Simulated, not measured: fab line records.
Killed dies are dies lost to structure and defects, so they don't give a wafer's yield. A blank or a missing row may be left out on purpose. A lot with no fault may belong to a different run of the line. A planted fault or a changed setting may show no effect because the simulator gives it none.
fab line records	flow n5Finfet
record lots=7	wafers=39
route steps=1938 shown PMOS_HMC_CHANNEL_EPI@57 DUMMY_GATE@215 SD_EPI_N@269 MOL_CONTACT_COAG@532 BEOL_M0_SAQP@638 BEOL_M2@857
startH: the number of hours between the record's first day and the start of the first shown wafer of the lot	waitH: hours elapsed since this lot's preceding step	" same as the row above	L1.1+2: several wafers, shown together as one row	- no value, or no start given	* or withheld: withheld	< > ~ a bound
route shown NAME@n: a module of which the file shows steps, and the number in the route of the first	usual: mean/standard deviation taken from wafers without a fault	same: alike in all rows	chamber/n: place in a boat	sites: readings site by site	_std_site: the standard deviation of these	_edge_site: mean of outer sites minus mean of inner sites	radiusMm: for every site, how far away it sits from the centre of the wafer	mask NAME#n: copy n	behind: the tool/chamber that last shaped the wafer	hold: reason for holding the lot/hours on hold/outcome of the hold	device: whichever transistor did not switch (one of n, p or np)	end of line: the same wafers' tests at the end of the route	where a step has no rows: the recipe by itself	killed: not the wafer's yield, but the dies lost to structure and defects at the first sort	map: shows each die of a wafer: x if killed, . if not, _ if none is there
set.NAME: the setting the step ran with; set.NAME@STEP: the setting that earlier step ran with	model.NAME: the simulator's own value behind a step, which no gauge read
one table per step and one row per wafer, for lots whose settings were changed on purpose
## steps
# step N5_PMOS_HMC_CHANNEL_EPI_HM_DEP_34
# recipe material=SiO2	targetThkA=360	tempC=400	precursor=TEOS/O2	pressureTorr=6.5	rfW=900	teosFlowSccm=161.4	gas=O2	flowSccm=2650	timeS=6.9
lot.wafer	tool	chamber	startH	waitH	set.targetThkA	model.SiO2_of_PMOS_HMC_CHANNEL_EPI_HM_DEP_34.thkNm
L082.1	pecvd-02	2	64.67	0.0	360	35.77
L082.2	"	1	"	"	360	35.45
L082.3	"	0	"	"	360	36.39
L082.4	"	0	"	"	161.3	16.95
L082.5	"	2	"	"	161.3	16.26
L082.6	"	1	"	"	161.3	15.92
L086.1	pecvd-03	2	88.79	0.0	530.7	52.64
L086.2	"	0	"	"	360	35.31
L086.3	"	1	"	"	360	35.36
L086.4	"	2	"	"	530.7	52.96
L086.5	"	0	"	"	360	35.66
L086.6	"	1	"	"	530.7	53.64
L088.1	pecvd-01	0	100.88	0.0	235.1	22.74
L088.2	"	2	"	"	360	35.4
L088.3	"	1	"	"	360	35.94
L088.4	"	1	"	"	360	36.15
L088.5	"	0	"	"	235.1	23.49
L088.6	"	2	"	"	235.1	23.3
L089.1	pecvd-03	1	106.91	0.0	360	35.13
L089.2	"	2	"	"	271	26.06
L089.3	"	0	"	"	271	25.67
L089.4	"	2	"	"	360	36.01
L089.5	"	1	"	"	271	26.98
L089.6	"	0	"	"	360	35.2
L092.1	pecvd-02	1	124.60	0.0	244.2	24.32
L092.2	"	2	"	"	244.2	23.83
L092.3	"	0	"	"	360	35.71
L092.4	"	0	"	"	360	36.59
L092.5	"	1	"	"	360	36.19
L092.6	"	2	"	"	244.2	23.95
L093.2	pecvd-01	0	130.62	0.0	360	35.55
L093.3	"	1	"	"	360	35.45
L093.5	"	0	"	"	360	36.23
L097.1	pecvd-03	2	155.09	0.0	502	49.74
L097.2	"	1	"	"	502	49.6
L097.3	"	2	"	"	360	36.36
L097.4	"	1	"	"	360	35.93
L097.5	"	2	"	"	360	36.66
L097.6	"	1	"	"	502	50.27
# step N5_DUMMY_GATE_CVD_03
# recipe material=a-Si	targetThkA=1500	tempC=530	precursor=SiH4	timeS=8042
lot.wafer	tool	chamber	startH	waitH	set.targetThkA	model.a-Si_of_DUMMY_GATE_CVD_03.thkNm
L082.1+4	-	-	-	0.1	908.4	91
L082.2	"	-	"	"	908.4	91.4
L082.3	"	-	"	"	908.4	90.2
L082.5	"	-	"	"	908.4	89.8
L082.6	"	-	"	"	908.4	90.4
L086.1	-	-	-	0.1	804.1	80.6
L086.2	"	-	"	"	804.1	82
L086.3	"	-	"	"	804.1	80.8
L086.4	"	-	"	"	804.1	80
L086.5	"	-	"	"	804.1	78.8
L086.6	"	-	"	"	804.1	81.4
L088.1	-	-	-	0.5	2238	221.2
L088.2+4	"	-	"	"	2238	219.4
L088.3	"	-	"	"	2238	221
L088.5	"	-	"	"	2238	220.6
L088.6	"	-	"	"	2238	219.8
L089.1+3	-	-	-	2.2	670.3	67.2
L089.2	"	-	"	"	670.3	66
L089.4	"	-	"	"	670.3	67.6
L089.5	"	-	"	"	670.3	68.8
L089.6	"	-	"	"	670.3	68
L092.1	-	-	-	0.1	1500	150.4
L092.2+6	"	-	"	"	1500	149.4
L092.3	"	-	"	"	1500	147.8
L092.4	"	-	"	"	1500	148
L092.5	"	-	"	"	1500	148.4
L093.2	lpcvd-02	0/95	152.97	1.5	1500	150
L093.3	"	0/100	"	"	1500	149
L093.5	"	0/109	"	"	1500	150.6
L097.1	-	-	-	0.1	1500	148.8
L097.2	"	-	"	"	1500	150.8
L097.3	"	-	"	"	1500	148.6
L097.4	"	-	"	"	1500	149.4
L097.5	"	-	"	"	1500	150.2
L097.6	"	-	"	"	1500	148
# step N5_SD_EPI_N_DEVELOP_08
# recipe developTimeS=30	developer=TMAH	resist=CAR-ArF-block	devTempC=23	rinseLiquid=diw	dry=airSpin
lot.wafer	tool	chamber	startH	waitH	set.developTimeS
L082.1+2+5	lithoTrack-05	0	-	-	41.21
L082.3+4+6	"	0	"	"	30
L086.1+2+3	lithoTrack-05	0	-	-	30
L086.4+5+6	"	0	"	"	45.89
L088.1+3+6	lithoTrack-05	0	-	-	30
L088.2+4+5	"	0	"	"	16.7
L089.1+2+5	lithoTrack-05	0	-	-	13.98
L089.3+4+6	"	0	"	"	30
L092.1+2+3+4+5+6	lithoTrack-05	0	-	-	30
L093.2+3+5	lithoTrack-05	0	-	-	30
L097.1+3+5	lithoTrack-05	0	-	-	30
L097.2+4+6	"	0	"	"	18.5
# step N5_SD_EPI_N_CD_MEAS_09
# recipe targetCdNm=120	landingEnergyEv=500	detector=seInlens
# usual cdNm=120.2/0.57
lot.wafer	tool	chamber	startH	waitH	set.developTimeS@SD_EPI_N_DEVELOP_08	cdNm
L082.1	cdSem-03	0	98.53	-	41.21	122.6
L082.2	"	0	"	"	41.21	123.0
L082.3	"	0	"	"	30	120.7
L082.4	"	0	"	"	30	120.4
L082.5	"	0	"	"	41.21	122.0
L082.6	"	0	"	"	30	120.0
L086.1	cdSem-03	0	126.61	-	30	120.3
L086.2	"	0	"	"	30	120.3
L086.3	"	0	"	"	30	120.3
L086.4	"	0	"	"	45.89	122.8
L086.5	"	0	"	"	45.89	122.2
L086.6	"	0	"	"	45.89	123.0
L088.1	cdSem-03	0	136.01	-	30	120.5
L088.2	"	0	"	"	16.7	116.7
L088.3	"	0	"	"	30	119.9
L088.4	"	0	"	"	16.7	116.9
L088.5	"	0	"	"	16.7	116.7
L088.6	"	0	"	"	30	120.2
L089.1	cdSem-02	0	144.15	-	13.98	116.8
L089.2	"	0	"	"	13.98	115.5
L089.3	"	0	"	"	30	120.4
L089.4	"	0	"	"	30	121.4
L089.5	"	0	"	"	13.98	116.1
L089.6	"	0	"	"	30	120.2
L092.1	cdSem-01	0	157.26	-	30	120.1
L092.2	"	0	"	"	30	120.0
L092.3	"	0	"	"	30	120.4
L092.4	"	0	"	"	30	120.8
L092.5	"	0	"	"	30	121.3
L092.6	"	0	"	"	30	120.4
L093.2	cdSem-01	0	167.55	-	30	120.9
L093.3	"	0	"	"	30	120.4
L093.5	"	0	"	"	30	120.5
L097.1	cdSem-03	0	190.72	-	30	120.2
L097.2	"	0	"	"	18.5	117.8
L097.3	"	0	"	"	30	120.8
L097.4	"	0	"	"	18.5	118.0
L097.5	"	0	"	"	30	120.1
L097.6	"	0	"	"	18.5	116.7
# step N5_SD_EPI_N_DESCUM_14
# recipe chemistry=O2	timeS=7.9	sourcePowerW=50	biasPowerW=20	pressureMtorr=20	rfFrequencyHz=2.712e+07	tempC=40	resist=CAR-ArF-block	o2FlowSccm=225
lot.wafer	tool	chamber	startH	waitH	set.developTimeS@SD_EPI_N_DEVELOP_08	model.SD_EPI_N.cdNm
L082.1	rieDiel-04	2	98.73	0.1	41.21	122.6
L082.2	"	3	"	"	41.21	123.2
L082.3	"	1	"	"	30	120.6
L082.4	"	2	"	"	30	120.8
L082.5	"	3	"	"	41.21	121.8
L082.6	"	1	"	"	30	120.2
L086.1	rieDiel-04	1	126.72	0.0	30	120.6
L086.2	"	2	"	"	30	120.2
L086.3	"	3	"	"	30	120.4
L086.4	"	0	"	"	45.89	122.8
L086.5	"	1	"	"	45.89	122.6
L086.6	"	2	"	"	45.89	123.4
L088.1	rieDiel-01	3	136.10	0.0	30	120.6
L088.2	"	2	"	"	16.7	116.8
L088.3+6	"	0,3	"	"	30	120
L088.4	"	1	"	"	16.7	116.6
L088.5	"	2	"	"	16.7	116.4
L089.1	rieDiel-04	1	144.24	0.0	13.98	116.6
L089.2	"	0	"	"	13.98	115.4
L089.3	"	2	"	"	30	120.8
L089.4	"	0	"	"	30	121.2
L089.5	"	1	"	"	13.98	116.4
L089.6	"	2	"	"	30	120.4
L092.1+2	rieDiel-06	3,2	157.34	0.0	30	120.2
L092.3	"	1	"	"	30	120.4
L092.4	"	1	"	"	30	120.6
L092.5	"	3	"	"	30	121.6
L092.6	"	2	"	"	30	120
L093.2	rieDiel-01	2	167.64	0.0	30	121.2
L093.3	"	1	"	"	30	120.2
L093.5	"	1	"	"	30	120.4
L097.1	rieDiel-01	0	191.13	0.4	30	120.2
L097.2	"	2	"	"	18.5	117.6
L097.3	"	1	"	"	30	121
L097.4	"	0	"	"	18.5	118.2
L097.5	"	1	"	"	30	120
L097.6	"	2	"	"	18.5	117
# step N5_MOL_CONTACT_COAG_ETCH_106
# recipe chemistry=N2/H2	target=SOC	targetDepthA=800	overetchA=160	maskMaterial=SiARC	tempC=40	timeS=120	ionEnergyEv=200	pressureMtorr=30	sourceW=840	biasW=150	n2FlowSccm=200	h2FlowSccm=200
lot.wafer	tool	chamber	startH	waitH	set.targetDepthA	model.etch.depthNm	model.SiARC_of_MOL_CONTACT_COAG_COAT_104.thkNm
L082.1	rieDiel-04	0	139.01	0.0	800	80.31	6.2
L082.2	"	2	"	"	800	80.6	6.4
L082.3	"	1	"	"	800	80.34	6.2
L082.4	"	0	"	"	800	80.23	6.2
L082.5	"	1	"	"	800	80.22	6.2
L082.6	"	2	"	"	800	80.24	6.4
L086.1	rieDiel-01	1	164.62	0.0	611.3	75.27	7.6
L086.2	"	2	"	"	800	79.76	6.6
L086.3	"	0	"	"	800	79.84	6.4
L086.4	"	2	"	"	800	79.83	6.6
L086.5	"	1	"	"	611.3	75.53	7.4
L086.6	"	0	"	"	611.3	76.18	7.4
L088.1	rieDiel-04	3	174.85	0.0	800	79.77	6.2
L088.2	"	0	"	"	800	79.94	6.4
L088.3+5	"	2,1	"	"	800	79.87	6.4
L088.4	"	1	"	"	800	79.71	6.4
L088.6	"	0	"	"	800	79.87	6.2
L089.1	rieDiel-01	1	183.82	0.0	800	79.82	6.4
L089.2	"	0	"	"	670.2	80.07	7.2
L089.3	"	2	"	"	670.2	79.95	7.4
L089.4	"	0	"	"	670.2	79.99	7.2
L089.5	"	1	"	"	800	79.95	6.4
L089.6	"	2	"	"	800	80.04	6.6
L092.1	rieDiel-06	2	198.45	0.0	442	60.37	8.6
L092.2	"	0	"	"	442	60.79	8.4
L092.3	"	1	"	"	800	80.24	6.4
L092.4	"	2	"	"	442	60.69	8.4
L092.5	"	1	"	"	800	80	6.4
L092.6	"	0	"	"	800	80.27	6.2
L093.2	rieDiel-04	1	206.34	0.0	800	79.96	6.2
L093.3	"	3	"	"	800	80.03	6
L093.5	"	2	"	"	800	79.89	6.4
L097.1	rieDiel-06	2	232.37	0.0	800	80.05	6.4
L097.2	"	0	"	"	800	79.68	6.2
L097.3	"	3	"	"	584.4	72.3	7.6
L097.4	"	0	"	"	800	79.82	6.2
L097.5	"	3	"	"	584.4	72.22	7.6
L097.6	"	2	"	"	584.4	74.66	7.6
# step N5_BEOL_M0_SAQP_PECVD_04
# recipe material=a-Si	targetThkA=600	tempC=350	precursor=SiH4/He	pressureTorr=3	rfW=100	timeS=60.2
lot.wafer	tool	chamber	startH	waitH	set.timeS	model.a-Si_of_BEOL_M0_SAQP_PECVD_04.thkNm
L082.1	pecvd-03	1	160.67	0.0	60.2	59.4
L082.2	"	2	"	"	89.62	87.8
L082.3	"	1	"	"	89.62	89.2
L082.4	"	2	"	"	60.2	60.4
L082.5	"	2	"	"	89.62	90.2
L082.6	"	1	"	"	60.2	60.2
L086.1+4	pecvd-03	1,0	182.06	0.0	60.2	59.8
L086.2	"	0	"	"	60.2	58.8
L086.3	"	2	"	"	60.2	59.4
L086.5	"	1	"	"	60.2	60.6
L086.6	"	2	"	"	60.2	60.8
L088.1+3	pecvd-03	2,1	198.21	0.0	85.22	84.4
L088.2	"	0	"	"	85.22	83.4
L088.4	"	1	"	"	60.2	59.6
L088.5	"	0	"	"	60.2	59
L088.6	"	2	"	"	60.2	60.4
L089.1	pecvd-03	0	202.34	0.0	32.93	32
L089.2	"	2	"	"	32.93	33
L089.3	"	1	"	"	60.2	59.6
L089.4	"	1	"	"	60.2	60.6
L089.5	"	0	"	"	60.2	59.8
L089.6	"	2	"	"	32.93	33.2
L092.1	pecvd-02	1	215.48	0.0	60.2	58.8
L092.2	"	0	"	"	39.76	38.4
L092.3	"	1	"	"	39.76	39.2
L092.4	"	0	"	"	39.76	39.4
L092.5	"	1	"	"	60.2	60.2
L092.6	"	0	"	"	60.2	59.8
L093.2	pecvd-03	1	222.96	0.0	60.2	59.6
L093.3	"	0	"	"	60.2	58.6
L093.5	"	0	"	"	60.2	59.2
L097.1+3	pecvd-04	0,2	249.19	0.0	81.38	80.6
L097.2	"	1	"	"	60.2	58.6
L097.4	"	0	"	"	60.2	60.2
L097.5	"	1	"	"	60.2	59.2
L097.6	"	2	"	"	81.38	81
# step N5_BEOL_M0_SAQP_THK_MEAS_05
# usual thkNm=59.7/0.8
lot.wafer	tool	chamber	startH	waitH	set.timeS@BEOL_M0_SAQP_PECVD_04	thkNm
L082.1	filmMetro-02	-	160.80	0.1	60.2	59.5
L082.2	"	-	"	"	89.62	87.7
L082.3	"	-	"	"	89.62	89.2
L082.4	"	-	"	"	60.2	60.4
L082.5	"	-	"	"	89.62	90.2
L082.6	"	-	"	"	60.2	60.3
L086.1	filmMetro-02	-	182.16	0.1	60.2	59.9
L086.2	"	-	"	"	60.2	58.8
L086.3	"	-	"	"	60.2	59.4
L086.4	"	-	"	"	60.2	59.8
L086.5	"	-	"	"	60.2	60.5
L086.6	"	-	"	"	60.2	60.9
L088.1	filmMetro-01	-	198.31	0.1	85.22	84.3
L088.2	"	-	"	"	85.22	83.4
L088.3	"	-	"	"	85.22	84.4
L088.4	"	-	"	"	60.2	59.6
L088.5	"	-	"	"	60.2	58.9
L088.6	"	-	"	"	60.2	60.4
L089.1	filmMetro-01	-	202.44	0.1	32.93	31.9
L089.2	"	-	"	"	32.93	33.1
L089.3	"	-	"	"	60.2	59.6
L089.4	"	-	"	"	60.2	60.7
L089.5	"	-	"	"	60.2	59.8
L089.6	"	-	"	"	32.93	33.3
L092.1	filmMetro-02	-	215.61	0.1	60.2	58.7
L092.2	"	-	"	"	39.76	38.4
L092.3	"	-	"	"	39.76	39.3
L092.4	"	-	"	"	39.76	39.4
L092.5	"	-	"	"	60.2	60.1
L092.6	"	-	"	"	60.2	59.7
L093.2	filmMetro-02	-	223.06	0.1	60.2	59.6
L093.3	"	-	"	"	60.2	58.5
L093.5	"	-	"	"	60.2	59.1
L097.1	filmMetro-02	-	249.28	0.1	81.38	80.5
L097.2	"	-	"	"	60.2	58.6
L097.3	"	-	"	"	81.38	80.5
L097.4	"	-	"	"	60.2	60.2
L097.5	"	-	"	"	60.2	59.3
L097.6	"	-	"	"	81.38	81.0
# step N5_BEOL_M0_SAQP_HM_DEP_111
# recipe material=SiO2	targetThkA=120	tempC=400	precursor=SiH4/N2O	pressureTorr=0.75	rfW=275	timeS=7.2
# step N5_BEOL_M0_SAQP_COAT_81
# recipe resist=SOC	tempC=250	timeS=60	spinRpm=1500	resistThkNm=100
# step N5_BEOL_M0_SAQP_HM_OPEN_112
# recipe chemistry=CHF3/O2	target=SiO2	stopOn=a-Si	targetDepthA=120	overEtchFrac=1.25	maskMaterial=SOC	timeS=13.5	pressureMtorr=30	sourceW=650	biasW=170	Ar_flow_sccm=200	CHF3_flow_sccm=50	O2_flow_sccm=5	ionEnergyEv=200	ends=endPoint
# step N5_BEOL_M0_SAQP_STRIP_113
# recipe chemistry=CHF3/O2	resist=SiARC	rfFrequencyHz=6e+07
# step N5_BEOL_M0_SAQP_MANDREL_ETCH_20
# recipe targetDepthA=600	chemistry=HBr/Cl2	target=a-Si	stopOn=SiNx	btTimeS=10	maskMaterial=SOC	overEtchFrac=0.5	timeS=30	pressureMtorr=10	icpW=800	biasW=75	HBr_flow_sccm=150	Cl2_flow_sccm=80	ends=endPoint
# usual oesProductAu=0.776/0.015
lot.wafer	tool	chamber	startH	waitH	set.timeS@BEOL_M0_SAQP_PECVD_04	oesProductAu	model.etch.depthNm
L082.1	rieSi-04	2	161.66	0.0	60.2	0.779	59.5
L082.2	"	1	"	"	89.62	1.004	87.71
L082.3	"	3	"	"	89.62	0.994	89.21
L082.4	"	0	"	"	60.2	0.773	60.42
L082.5	"	1	"	"	89.62	1.006	88.61
L082.6	"	0	"	"	60.2	0.772	60.21
L086.1	rieSi-03	3	182.88	0.0	60.2	0.783	59.82
L086.2	"	0	"	"	60.2	0.780	58.76
L086.3	"	2	"	"	60.2	0.745	59.45
L086.4	"	1	"	"	60.2	0.803	59.79
L086.5	"	2	"	"	60.2	0.757	60.5
L086.6	"	3	"	"	60.2	0.795	60.86
L088.1	rieSi-03	3	199.27	0.0	85.22	0.967	84.4
L088.2	"	1	"	"	85.22	0.982	83.42
L088.3	"	2	"	"	85.22	0.921	84.48
L088.4	"	0	"	"	60.2	0.797	59.63
L088.5	"	1	"	"	60.2	0.790	58.91
L088.6	"	0	"	"	60.2	0.793	60.37
L089.1	rieSi-04	3	203.20	0.0	32.93	0.566	31.85
L089.2	"	1	"	"	32.93	0.593	33.08
L089.3	"	2	"	"	60.2	0.779	59.59
L089.4	"	0	"	"	60.2	0.771	60.63
L089.5	"	3	"	"	60.2	0.778	59.76
L089.6	"	2	"	"	32.93	0.580	33.3
L092.1	rieSi-06	3	216.48	0.0	60.2	0.763	58.65
L092.2	"	1	"	"	39.76	0.618	38.4
L092.3	"	2	"	"	39.76	0.595	39.24
L092.4	"	0	"	"	39.76	0.623	39.34
L092.5	"	1	"	"	60.2	0.781	60.15
L092.6	"	2	"	"	60.2	0.757	59.73
L093.2	rieSi-06	0	224.24	0.0	60.2	0.771	59.51
L093.3	"	3	"	"	60.2	0.763	58.48
L093.5	"	0	"	"	60.2	0.777	59.05
L097.1	rieSi-03	1	250.36	0.0	81.38	0.955	80.54
L097.2	"	3	"	"	60.2	0.769	58.53
L097.3	"	2	"	"	81.38	0.892	80.49
L097.4	"	0	"	"	60.2	0.788	60.18
L097.5	"	0	"	"	60.2	0.781	59.24
L097.6	"	3	"	"	81.38	0.949	80.95
# step N5_BEOL_M2_DESCUM_16
# recipe chemistry=O2	timeS=7	sourcePowerW=50	biasPowerW=20	pressureMtorr=20	rfFrequencyHz=2.712e+07	tempC=40	resist=CAR-EUV	o2FlowSccm=225
lot.wafer	tool	chamber	startH	waitH	set.timeS	model.CAR-EUV_of_BEOL_M2_COAT_05.thkNm
L082.1+5+6	rieDiel-06	1,2,1	185.91	0.0	4.798	27
L082.2+3+4	"	2,0,0	"	"	7	26
L086.1+2+4	rieDiel-01	2,3,0	234.89	0.1	7	26
L086.3+5+6	"	1,3,0	"	"	9.147	25
L088.1	rieDiel-01	3	246.05	0.0	10.13	24.4
L088.2+5+6	"	2,2,3	"	"	7	26
L088.3+4	"	0,1	"	"	10.13	24.6
L089.1+4+5	rieDiel-04	1,2,1	247.05	0.0	7	26
L089.2+3+6	"	3,0,2	"	"	7	26.2
L092.1+2+3+4+5+6	rieDiel-01	3,0,2,1,3,0	257.07	0.0	7	26
L093.2+3+5	rieDiel-04	1,0,2	267.99	0.0	7	26
L097.1+5	rieDiel-01	3	277.54	0.0	10.32	24.2
L097.2+3+4	"	0,2,1	"	"	7	26
L097.6	"	2	"	"	10.32	24.4
## key
split step=N5_PMOS_HMC_CHANNEL_EPI_HM_DEP_34	setting=targetThkA	stated=360	by=wafer
response step=N5_PMOS_HMC_CHANNEL_EPI_HM_DEP_34	reading=model.SiO2_of_PMOS_HMC_CHANNEL_EPI_HM_DEP_34.thkNm	change=+0.361	per=1%	r=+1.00
split step=N5_DUMMY_GATE_CVD_03	setting=targetThkA	stated=1500	by=lot
response step=N5_DUMMY_GATE_CVD_03	reading=model.a-Si_of_DUMMY_GATE_CVD_03.thkNm	change=+1.47	per=1%	r=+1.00
split step=N5_SD_EPI_N_DEVELOP_08	setting=developTimeS	stated=30	by=wafer
response step=N5_SD_EPI_N_CD_MEAS_09	reading=cdNm	change=+0.0682	per=1%	r=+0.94
response step=N5_SD_EPI_N_DESCUM_14	reading=model.SD_EPI_N.cdNm	change=+0.0691	per=1%	r=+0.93
split step=N5_MOL_CONTACT_COAG_ETCH_106	setting=targetDepthA	stated=800	by=wafer
response step=N5_MOL_CONTACT_COAG_ETCH_106	reading=model.etch.depthNm	change=+0.325	per=1%	r=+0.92
response step=N5_MOL_CONTACT_COAG_ETCH_106	reading=model.SiARC_of_MOL_CONTACT_COAG_COAT_104.thkNm	change=-0.0469	per=1%	r=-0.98
split step=N5_BEOL_M0_SAQP_PECVD_04	setting=timeS	stated=60.2	by=wafer
response step=N5_BEOL_M0_SAQP_PECVD_04	reading=model.a-Si_of_BEOL_M0_SAQP_PECVD_04.thkNm	change=+0.598	per=1%	r=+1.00
response step=N5_BEOL_M0_SAQP_THK_MEAS_05	reading=thkNm	change=*	per=1%	r=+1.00
response step=N5_BEOL_M0_SAQP_MANDREL_ETCH_20	reading=oesProductAu	change=+0.00437	per=1%	r=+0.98
response step=N5_BEOL_M0_SAQP_MANDREL_ETCH_20	reading=model.etch.depthNm	change=+0.595	per=1%	r=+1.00
split step=N5_BEOL_M2_DESCUM_16	setting=timeS	stated=7	by=wafer
response step=N5_BEOL_M2_DESCUM_16	reading=model.CAR-EUV_of_BEOL_M2_COAT_05.thkNm	change=-0.034	per=1%	r=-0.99
